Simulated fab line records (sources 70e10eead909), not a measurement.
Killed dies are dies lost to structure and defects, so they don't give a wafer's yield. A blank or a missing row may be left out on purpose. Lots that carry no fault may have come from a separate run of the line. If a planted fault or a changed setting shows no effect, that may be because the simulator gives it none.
fab line records	flow nandHarc
record: lots: 24	wafers: 72	lastDay: 33
route steps=1302 shown A_M0@1147 A_M1@1196
lots with no fault: from the same line, run without faults
startH: hours from the record's opening day to when the first of the lot's shown wafers began	waitH: how many hours have passed since the lot's step before this one	" as in the row above	L1.1+2: one row covering several wafers at once	- no value, or no start given	* or withheld: withheld	< > ~ a bound
route shown NAME@n: names a module that has steps shown in the file, with the first one's number in the route	usual: the fault-free wafers' mean and standard deviation	same: alike in all rows	chamber/n: place in a boat	sites: each site's reading	_std_site: standard deviation of those values	_edge_site: outer sites' mean less inner sites'	radiusMm: how far each site lies from the wafer's centre	mask NAME#n: copy n	behind: the last tool/chamber to shape the wafer	hold: reason for holding the lot/hours on hold/outcome of the hold	device: whichever transistor did not switch (one of n, p or np)	end of line: the same wafers' tests at the end of the route	a step given without rows: its recipe and nothing more	killed: the dies lost at the first sort to structure and to defects; this is not the yield of the wafer	map: a wafer's dies, marking killed ones x, the rest . and places with no die _
set.NAME: the run value of the setting; set.NAME@STEP: its run value at that earlier step	model.NAME: the simulator's own value behind a step, which no gauge read
one table for each step of the route and one row for each wafer, over a sample of lots
services: from which hour (startH, from the record's first day; less than 0 if before it) a tool's chamber was out of use, for how many hours, and why
== steps ==
step: NHARC_A_M0_CD_MEAS_09
recipe: targetCdNm: 80	landingEnergyEv: 500
usual: cdNm: 79.9/0.56
lot.wafer	tool	chamber	startH	waitH	cdNm
L074.1	cdSem-01	0	532.39	-	80.2
L074.5	"	0	"	"	80.6
L074.6	"	0	"	"	80.6
L075.2	cdSem-03	0	534.09	-	80.2
L075.3	"	0	"	"	79.9
L075.6	"	0	"	"	79.6
L076.2	cdSem-01	0	549.98	-	79.5
L076.4	"	0	"	"	80.2
L076.6	"	0	"	"	79.0
L078.1	cdSem-01	0	551.97	-	79.8
L078.4	"	0	"	"	79.3
L078.5	"	0	"	"	79.4
L080.1	cdSem-03	0	563.27	-	80.2
L080.2	"	0	"	"	81.2
L080.6	"	0	"	"	80.7
L079.1	cdSem-01	0	565.48	-	79.9
L079.3	"	0	"	"	79.2
L079.6	"	0	"	"	78.8
L077.1	cdSem-01	0	572.23	-	80.1
L077.5	"	0	"	"	79.6
L077.6	"	0	"	"	79.8
L081.1	cdSem-03	0	586.78	-	80.1
L081.3	"	0	"	"	80.0
L081.4	"	0	"	"	80.5
L082.1	cdSem-03	0	590.52	-	78.8
L082.2	"	0	"	"	80.0
L082.3	"	0	"	"	79.3
L083.3	cdSem-03	0	605.72	-	79.8
L083.4	"	0	"	"	78.9
L083.5	"	0	"	"	79.9
L084.2	cdSem-02	0	622.17	-	79.4
L084.3	"	0	"	"	79.8
L084.6	"	0	"	"	80.4
L085.1	cdSem-03	0	622.54	-	79.3
L085.4	"	0	"	"	79.5
L085.6	"	0	"	"	78.8
L086.1	cdSem-02	0	635.19	-	80.5
L086.4	"	0	"	"	79.5
L086.5	"	0	"	"	80.0
L089.3	cdSem-03	0	656.98	-	79.9
L089.4	"	0	"	"	80.1
L089.5	"	0	"	"	79.3
L090.1	cdSem-02	0	658.37	-	80.5
L090.5	"	0	"	"	79.2
L090.6	"	0	"	"	79.8
L087.2	cdSem-03	0	659.78	-	79.2
L087.4	"	0	"	"	78.9
L087.5	"	0	"	"	79.2
L088.1	cdSem-03	0	660.91	-	80.2
L088.5	"	0	"	"	80.1
L088.6	"	0	"	"	80.1
L093.2	cdSem-01	0	701.16	-	79.5
L093.3	"	0	"	"	79.6
L093.4	"	0	"	"	79.5
L092.1	cdSem-02	0	703.67	-	80.3
L092.2	"	0	"	"	79.8
L092.4	"	0	"	"	78.7
L091.1	cdSem-01	0	712.22	-	80.1
L091.3	"	0	"	"	80.1
L091.4	"	0	"	"	80.7
L094.3	cdSem-01	0	731.80	-	79.6
L094.5	"	0	"	"	80.1
L094.6	"	0	"	"	79.6
L096.4	cdSem-01	0	732.41	-	80.9
L096.5	"	0	"	"	79.9
L096.6	"	0	"	"	79.9
L095.1	cdSem-01	0	733.18	-	79.5
L095.3	"	0	"	"	79.7
L095.4	"	0	"	"	80.4
L097.1	cdSem-03	0	745.01	-	79.7
L097.4	"	0	"	"	80.5
L097.6	"	0	"	"	80.2
step: NHARC_A_M0_DESCUM_14
recipe: timeS: 3	o2FlowSccm: 200	arFlowSccm: 0	biasPowerW: 0	chemistry: O2
usual: drypumpMotorCurrentA: 5.7/0.32	oesProductAu: 1.000/0.0078	rfVppV: 57.9/0.87	showerheadPlenumPTorr: 1.94/0.081	throttleValvePct: 11.311/0.008
same: biasPowerW: 0
lot.wafer	tool	chamber	startH	waitH	drypumpMotorCurrentA	oesProductAu	rfHoursCounterH	rfVppV	showerheadPlenumPTorr	throttleValvePct
L074.1	rieDiel-05	3	532.58	0.1	6.0	1.012	6.0	58.1	1.96	11.312
L074.6	"	3	"	"	6.0	1.004	-	58.1	1.96	11.305
L074.5	"	0	"	"	6.1	1.009	-	56.9	1.84	11.317
L075.2	rieDiel-05	0	534.27	0.1	6.1	1.002	5.7	58.1	1.84	11.309
L075.3	"	2	"	"	5.6	0.998	6.3	57.7	1.88	11.302
L075.6	"	0	"	"	6.1	1.005	-	56.0	1.84	11.326
L076.4	rieDiel-01	2	550.17	0.1	5.2	0.999	9.1	59.1	2.04	11.309
L076.2	"	3	"	"	5.5	1.007	9.1	57.8	2.02	11.307
L076.6	"	2	"	"	5.3	1.005	-	58.2	2.04	11.305
L078.1	rieDiel-04	1	552.15	0.1	5.9	0.997	0.5	57.0	2.04	11.293
L078.4	"	3	"	"	5.5	1.006	0.3	58.3	1.95	11.316
L078.5	"	2	"	"	5.7	0.998	-	57.9	1.84	11.322
L080.2	rieDiel-05	2	563.45	0.1	5.6	0.983	8.5	56.3	1.88	11.307
L080.1	"	1	"	"	6.5	0.993	7.9	60.1	2.04	11.318
L080.6	"	3	"	"	6.0	1.013	-	57.6	1.96	11.306
L079.1	rieDiel-04	2	565.68	0.1	5.7	1.004	1.2	57.4	1.84	11.330
L079.3	"	0	"	"	5.6	1.009	1.8	55.9	1.86	11.318
L079.6	"	1	"	"	5.9	1.013	-	59.7	2.04	11.322
L077.1	rieDiel-01	3	572.44	0.1	5.5	1.011	0.1	58.5	2.02	11.312
L077.5	"	1	"	"	5.9	0.993	-	57.3	2.03	11.306
L077.6	"	2	"	"	5.3	0.980	-	58.3	2.04	11.308
L081.4	rieDiel-04	0	586.96	0.1	5.6	1.010	2.8	57.0	1.86	11.311
L081.1	"	1	"	"	5.9	1.005	2.7	57.8	2.04	11.306
L081.3	"	3	"	"	5.4	1.004	2.4	57.4	1.95	11.301
L082.3	rieDiel-04	0	590.71	0.1	5.6	0.985	3.3	59.2	1.86	11.314
L082.1	"	1	"	"	5.9	0.996	3.0	56.5	2.04	11.309
L082.2	"	3	"	"	5.4	0.995	2.9	56.8	1.95	11.311
L083.3	rieDiel-04	0	605.91	0.1	5.6	1.003	3.9	57.5	1.86	11.315
L083.4	"	1	"	"	5.9	1.005	3.9	58.2	2.04	11.310
L083.5	"	0	"	"	5.6	1.000	-	56.8	1.86	11.322
L084.2	rieDiel-05	1	622.35	0.1	6.4	0.999	1.2	60.5	2.04	11.295
L084.3	"	2	"	"	5.6	0.994	1.1	58.4	1.88	11.312
L084.6	"	1	"	"	6.5	0.994	-	58.8	2.04	11.313
L085.4	rieDiel-04	1	622.74	0.1	5.9	1.002	5.1	58.6	2.04	11.311
L085.1	"	2	"	"	5.8	1.006	4.5	58.0	1.84	11.317
L085.6	"	3	"	"	5.4	1.000	-	57.3	1.95	11.310
L086.4	rieDiel-04	3	635.38	0.1	5.4	0.995	5.0	60.1	1.95	11.319
L086.1	"	0	"	"	5.6	0.994	5.6	57.1	1.86	11.315
L086.5	"	2	"	"	5.7	0.994	-	57.1	1.84	11.318
L089.3	rieDiel-04	2	657.17	0.1	5.7	0.992	6.2	57.2	1.84	11.317
L089.4	"	3	"	"	5.4	0.992	5.4	57.3	1.95	11.318
L089.5	"	0	"	"	5.6	0.995	-	59.3	1.86	11.301
L090.1	rieDiel-04	3	658.57	0.1	5.4	0.999	5.5	57.9	1.95	11.304
L090.5	"	3	"	"	5.4	0.999	-	59.5	1.95	11.307
L090.6	"	0	"	"	5.6	0.995	-	56.1	1.86	11.294
L087.4	rieDiel-04	3	659.98	0.1	5.4	0.997	5.6	59.7	1.95	11.306
L087.2	"	0	"	"	5.6	1.005	6.7	58.5	1.86	11.316
L087.5	"	2	"	"	5.7	1.000	-	58.3	1.84	11.315
L088.1	rieDiel-04	1	661.12	0.1	5.9	0.994	7.2	57.6	2.04	11.303
L088.5	"	2	"	"	5.7	0.993	-	57.2	1.84	11.303
L088.6	"	3	"	"	5.5	0.986	-	58.4	1.95	11.306
L093.4	rieDiel-04	3	701.34	0.1	5.4	1.016	7.0	58.2	1.95	11.299
L093.2	"	1	"	"	5.9	1.005	8.4	57.4	2.04	11.318
L093.3	"	2	"	"	5.7	0.993	7.5	56.2	1.84	11.314
L092.4	rieDiel-04	1	703.86	0.1	5.9	1.006	8.6	57.9	2.04	11.311
L092.2	"	2	"	"	5.7	0.997	7.6	58.0	1.84	11.315
L092.1	"	3	"	"	5.4	1.007	7.1	58.2	1.95	11.326
L091.1	rieDiel-01	0	712.40	0.1	4.8	1.001	10.4	58.2	1.99	11.302
L091.3	"	2	"	"	5.3	0.990	10.7	57.8	2.04	11.319
L091.4	"	0	"	"	4.8	1.001	-	59.2	1.99	11.312
L094.3	rieDiel-04	3	731.99	0.1	5.5	1.004	1.3	57.7	1.95	11.315
L094.6	"	2	"	"	5.7	0.994	-	58.2	1.84	11.312
L094.5	"	3	"	"	5.4	1.002	-	57.8	1.95	11.324
L096.4	rieDiel-05	1	732.60	0.1	6.5	0.998	7.4	57.5	2.04	11.317
L096.5	"	0	"	"	6.1	0.993	-	58.4	1.84	11.329
L096.6	"	1	"	"	6.5	1.008	-	59.1	2.04	11.316
L095.1	rieDiel-05	3	733.37	0.1	6.0	0.998	7.0	57.1	1.96	11.324
L095.3	"	0	"	"	6.1	1.002	7.2	56.7	1.84	11.313
L095.4	"	1	"	"	6.5	1.012	7.4	57.8	2.04	11.301
L097.1	rieDiel-04	3	745.20	0.1	5.4	1.018	1.9	57.7	1.95	11.320
L097.4	"	2	"	"	5.7	1.005	1.9	57.8	1.84	11.323
L097.6	"	0	"	"	5.6	1.009	-	57.2	1.86	11.304
step: NHARC_A_M0_PRE_CLEAN_29
recipe: timeS: 30	tempC: 280	gas: H2/He
usual: heaterPowerW: 391/27
lot.wafer	tool	chamber	startH	waitH	heaterPowerW
L074.1	pvdSputter-02	-	-	-	378
L074.6	"	-	"	"	376
L074.5	"	-	"	"	427
L075.3	pvdSputter-02	-	-	-	425
L075.2	"	-	"	"	351
L075.6	"	-	"	"	381
L076.2	pvdSputter-01	-	-	-	425
L076.4	"	-	"	"	363
L076.6	"	-	"	"	418
L078.1	pvdSputter-03	-	-	-	405
L078.4	"	-	"	"	351
L078.5	"	-	"	"	345
L080.1	pvdSputter-02	-	-	-	404
L080.2	"	-	"	"	348
L080.6	"	-	"	"	416
L079.3	pvdSputter-01	-	-	-	426
L079.1	"	-	"	"	362
L079.6	"	-	"	"	418
L077.1	pvdSputter-03	-	-	-	385
L077.5	"	-	"	"	356
L077.6	"	-	"	"	389
L081.4	pvdSputter-02	-	-	-	381
L081.3	"	-	"	"	420
L081.1	"	-	"	"	346
L082.2	pvdSputter-03	-	-	-	387
L082.3	"	-	"	"	441
L082.1	"	-	"	"	351
L083.3	pvdSputter-01	-	-	-	446
L083.4	"	-	"	"	407
L083.5	"	-	"	"	385
L084.3	pvdSputter-02	-	-	-	390
L084.2	"	-	"	"	422
L084.6	"	-	"	"	407
L085.1	pvdSputter-01	-	-	-	411
L085.4	"	-	"	"	363
L085.6	"	-	"	"	404
L086.1	pvdSputter-02	-	-	-	411
L086.4	"	-	"	"	407
L086.5	"	-	"	"	348
L089.4	pvdSputter-02	-	-	-	387
L089.3	"	-	"	"	364
L089.5	"	-	"	"	366
L090.1	pvdSputter-03	-	-	-	346
L090.5	"	-	"	"	434
L090.6	"	-	"	"	401
L087.4	pvdSputter-01	-	-	-	449
L087.2	"	-	"	"	395
L087.5	"	-	"	"	402
L088.1	pvdSputter-03	-	-	-	400
L088.6	"	-	"	"	392
L088.5	"	-	"	"	428
L093.4	pvdSputter-02	-	-	-	355
L093.3	"	-	"	"	381
L093.2	"	-	"	"	388
L092.4	pvdSputter-02	-	-	-	380
L092.1	"	-	"	"	402
L092.2	"	-	"	"	384
L091.1	pvdSputter-01	-	-	-	434
L091.4	"	-	"	"	387
L091.3	"	-	"	"	414
L094.3	pvdSputter-02	-	-	-	397
L094.5	"	-	"	"	374
L094.6	"	-	"	"	389
L096.4	pvdSputter-03	-	-	-	411
L096.5	"	-	"	"	416
L096.6	"	-	"	"	401
L095.4	pvdSputter-02	-	-	-	392
L095.1	"	-	"	"	342
L095.3	"	-	"	"	380
L097.4	pvdSputter-02	-	-	-	352
L097.1	"	-	"	"	365
L097.6	"	-	"	"	409
step: NHARC_A_M0_INSPECT_27
usual: rawDefectCount: 531/130
lot.wafer	tool	chamber	startH	waitH	rawDefectCount
L074.1	defectInspect-01	-	535.05	0.0	437
L074.5	"	-	"	"	417
L074.6	"	-	"	"	525
L075.2	defectInspect-02	-	536.77	0.0	522
L075.3	"	-	"	"	463
L075.6	"	-	"	"	452
L076.2	defectInspect-01	-	552.68	0.0	401
L076.4	"	-	"	"	424
L076.6	"	-	"	"	372
L078.1	defectInspect-01	-	554.65	0.0	487
L078.4	"	-	"	"	560
L078.5	"	-	"	"	511
L080.1	defectInspect-02	-	565.92	0.0	575
L080.2	"	-	"	"	448
L080.6	"	-	"	"	627
L079.1	defectInspect-02	-	568.14	0.0	633
L079.3	"	-	"	"	517
L079.6	"	-	"	"	489
L077.1	defectInspect-02	-	574.90	0.0	612
L077.5	"	-	"	"	608
L077.6	"	-	"	"	512
L081.1	defectInspect-02	-	589.45	0.0	478
L081.3	"	-	"	"	605
L081.4	"	-	"	"	816
L082.1	defectInspect-02	-	593.18	0.0	440
L082.2	"	-	"	"	462
L082.3	"	-	"	"	487
L083.3	defectInspect-02	-	608.38	0.0	464
L083.4	"	-	"	"	358
L083.5	"	-	"	"	373
L084.2	defectInspect-01	-	624.83	0.0	750
L084.3	"	-	"	"	637
L084.6	"	-	"	"	520
L085.1	defectInspect-01	-	625.21	0.0	588
L085.4	"	-	"	"	708
L085.6	"	-	"	"	830
L086.1	defectInspect-01	-	637.91	0.0	386
L086.4	"	-	"	"	327
L086.5	"	-	"	"	459
L089.3	defectInspect-02	-	659.63	0.0	574
L089.4	"	-	"	"	520
L089.5	"	-	"	"	611
L090.1	defectInspect-01	-	661.06	0.0	845
L090.5	"	-	"	"	629
L090.6	"	-	"	"	587
L087.2	defectInspect-02	-	662.42	0.0	414
L087.4	"	-	"	"	466
L087.5	"	-	"	"	542
L088.1	defectInspect-02	-	663.62	0.0	401
L088.5	"	-	"	"	396
L088.6	"	-	"	"	495
L093.2	defectInspect-02	-	703.82	0.0	536
L093.3	"	-	"	"	539
L093.4	"	-	"	"	430
L092.1	defectInspect-02	-	706.38	0.0	477
L092.2	"	-	"	"	505
L092.4	"	-	"	"	382
L091.1	defectInspect-02	-	714.94	0.0	432
L091.3	"	-	"	"	423
L091.4	"	-	"	"	430
L094.3	defectInspect-02	-	734.46	0.0	668
L094.5	"	-	"	"	782
L094.6	"	-	"	"	993
L096.4	defectInspect-02	-	735.08	0.0	574
L096.5	"	-	"	"	398
L096.6	"	-	"	"	346
L095.1	defectInspect-02	-	735.89	0.0	531
L095.3	"	-	"	"	563
L095.4	"	-	"	"	636
L097.1	defectInspect-02	-	748.34	0.0	554
L097.4	"	-	"	"	532
L097.6	"	-	"	"	519
step: NHARC_A_M1_THK_MEAS_24
recipe: thkMeasGauge: xrf
usual: thkNm: 153.9/1.2
lot.wafer	tool	chamber	startH	waitH	thkNm
L074.1	filmMetro-01	-	539.15	-	153.8
L074.5	"	-	"	"	155.7
L074.6	"	-	"	"	154.8
L075.2	filmMetro-01	-	540.64	-	155.3
L075.3	"	-	"	"	155.7
L075.6	"	-	"	"	155.0
L076.2	filmMetro-01	-	556.61	-	154.7
L076.4	"	-	"	"	153.4
L076.6	"	-	"	"	154.3
L078.1	filmMetro-02	-	558.69	-	154.7
L078.4	"	-	"	"	157.1
L078.5	"	-	"	"	154.8
L080.1	filmMetro-02	-	569.97	-	153.8
L080.2	"	-	"	"	153.4
L080.6	"	-	"	"	152.6
L079.1	filmMetro-02	-	572.16	-	154.8
L079.3	"	-	"	"	153.8
L079.6	"	-	"	"	153.8
L077.1	filmMetro-01	-	578.97	-	153.3
L077.5	"	-	"	"	155.6
L077.6	"	-	"	"	153.0
L081.1	filmMetro-02	-	593.53	-	153.6
L081.3	"	-	"	"	155.1
L081.4	"	-	"	"	154.8
L082.1	filmMetro-01	-	597.96	-	154.8
L082.2	"	-	"	"	153.2
L082.3	"	-	"	"	154.4
L083.3	filmMetro-02	-	612.45	-	155.4
L083.4	"	-	"	"	154.9
L083.5	"	-	"	"	154.2
L084.2	filmMetro-02	-	629.35	-	153.4
L084.3	"	-	"	"	152.7
L084.6	"	-	"	"	153.3
L085.1	filmMetro-01	-	629.67	-	152.8
L085.4	"	-	"	"	153.9
L085.6	"	-	"	"	151.3
L086.1	filmMetro-01	-	641.79	-	154.5
L086.4	"	-	"	"	154.7
L086.5	"	-	"	"	152.6
L089.3	filmMetro-02	-	663.62	-	155.5
L089.4	"	-	"	"	154.5
L089.5	"	-	"	"	154.4
L090.1	filmMetro-01	-	664.93	-	152.6
L090.5	"	-	"	"	151.3
L090.6	"	-	"	"	155.0
L087.2	filmMetro-01	-	666.40	-	153.2
L087.4	"	-	"	"	154.1
L087.5	"	-	"	"	154.0
L088.1	filmMetro-01	-	667.65	-	151.6
L088.5	"	-	"	"	153.3
L088.6	"	-	"	"	152.1
L093.2	filmMetro-01	-	707.81	-	153.4
L093.3	"	-	"	"	154.7
L093.4	"	-	"	"	152.1
L092.1	filmMetro-01	-	710.43	-	151.9
L092.2	"	-	"	"	156.2
L092.4	"	-	"	"	153.7
L091.1	filmMetro-01	-	718.96	-	153.5
L091.3	"	-	"	"	151.7
L091.4	"	-	"	"	153.7
L094.3	filmMetro-02	-	738.62	-	153.3
L094.5	"	-	"	"	153.9
L094.6	"	-	"	"	153.6
L096.4	filmMetro-02	-	739.44	-	153.8
L096.5	"	-	"	"	155.1
L096.6	"	-	"	"	152.8
L095.1	filmMetro-01	-	739.75	-	153.3
L095.3	"	-	"	"	152.8
L095.4	"	-	"	"	152.8
L097.1	filmMetro-02	-	752.33	-	153.8
L097.4	"	-	"	"	155.2
L097.6	"	-	"	"	153.0
step: NHARC_A_M1_PRE_CLEAN_32
recipe: timeS: 12	tempC: 370	rfPowerW: 300	gas: NH3
usual: heaterPowerW: 656/52
lot.wafer	tool	chamber	startH	waitH	heaterPowerW
L074.1	pecvd-04	0	539.37	0.1	708
L074.5	"	1	"	"	692
L074.6	"	2	"	"	664
L075.2	pecvd-03	0	540.88	0.1	620
L075.3	"	1	"	"	621
L075.6	"	1	"	"	604
L076.2	pecvd-04	1	556.83	0.1	692
L076.4	"	1	"	"	673
L076.6	"	0	"	"	717
L078.1	pecvd-04	1	558.94	0.1	617
L078.5	"	0	"	"	690
L078.4	"	1	"	"	601
L080.2	pecvd-04	0	570.19	0.1	735
L080.1	"	1	"	"	655
L080.6	"	2	"	"	624
L079.1	pecvd-03	1	572.39	0.1	622
L079.3	"	2	"	"	578
L079.6	"	2	"	"	600
L077.1	pecvd-02	0	579.19	0.1	574
L077.6	"	0	"	"	583
L077.5	"	1	"	"	584
L081.1	pecvd-04	0	593.75	0.1	626
L081.3	"	2	"	"	650
L081.4	"	1	"	"	635
L082.3	pecvd-03	2	598.18	0.1	718
L082.1	"	0	"	"	733
L082.2	"	1	"	"	678
L083.3	pecvd-04	0	612.70	0.1	722
L083.5	"	2	"	"	665
L083.4	"	0	"	"	698
L084.2	pecvd-04	0	629.59	0.1	675
L084.3	"	1	"	"	664
L084.6	"	0	"	"	672
L085.1	pecvd-03	0	629.91	0.1	672
L085.6	"	0	"	"	682
L085.4	"	1	"	"	675
L086.1	pecvd-02	1	642.04	0.1	631
L086.5	"	2	"	"	559
L086.4	"	0	"	"	625
L089.3	pecvd-04	2	663.85	0.1	774
L089.4	"	1	"	"	712
L089.5	"	0	"	"	713
L090.1	pecvd-02	0	665.15	0.1	591
L090.5	"	1	"	"	640
L090.6	"	2	"	"	575
L087.2	pecvd-04	0	666.67	0.1	733
L087.5	"	1	"	"	661
L087.4	"	0	"	"	710
L088.1	pecvd-02	1	667.95	0.1	605
L088.6	"	2	"	"	637
L088.5	"	1	"	"	585
L093.3	pecvd-03	0	708.04	0.1	643
L093.2	"	2	"	"	596
L093.4	"	1	"	"	667
L092.2	pecvd-03	0	710.66	0.1	683
L092.1	"	1	"	"	620
L092.4	"	0	"	"	717
L091.3	pecvd-03	1	719.18	0.1	664
L091.1	"	2	"	"	631
L091.4	"	2	"	"	623
L094.3	pecvd-02	1	738.91	0.1	658
L094.5	"	2	"	"	586
L094.6	"	1	"	"	667
L096.4	pecvd-02	2	739.73	0.1	625
L096.5	"	1	"	"	677
L096.6	"	2	"	"	610
L095.3	pecvd-04	0	740.07	0.2	732
L095.1	"	2	"	"	764
L095.4	"	2	"	"	764
L097.1	pecvd-02	1	752.59	0.1	647
L097.6	"	0	"	"	588
L097.4	"	1	"	"	668
== services ==
tool	chamber	startH	hours	kind
rieDiel-01	-	512.03	0.7	repair
pecvd-04	2	517.87	4.0	repair
rieDiel-04	-	531.90	9.0	pm
pvdSputter-03	-	535.22	10.0	pm
pecvd-03	-	547.69	13.0	pm
pvdSputter-01	-	553.70	2.7	repair
pecvd-03	0	568.05	28.5	repair
pvdSputter-01	-	570.31	2.8	repair
pvdSputter-01	-	582.00	10.0	pm
rieDiel-05	-	583.60	9.0	pm
rieDiel-05	0	594.65	3.9	repair
pecvd-02	-	612.69	13.0	pm
rieDiel-05	1	628.71	5.6	repair
pecvd-04	-	631.00	13.0	pm
pvdSputter-02	-	638.07	10.0	pm
rieDiel-05	2	640.58	12.2	repair
pecvd-02	1	642.69	4.1	repair
rieDiel-04	3	649.65	5.8	repair
pecvd-02	1	658.17	4.2	repair
rieDiel-04	-	708.90	9.0	pm
pvdSputter-03	-	713.22	10.0	pm
pecvd-03	-	728.69	13.0	pm
pecvd-02	0	736.49	4.0	repair
rieDiel-05	1	745.06	3.6	repair
== key ==
fault none
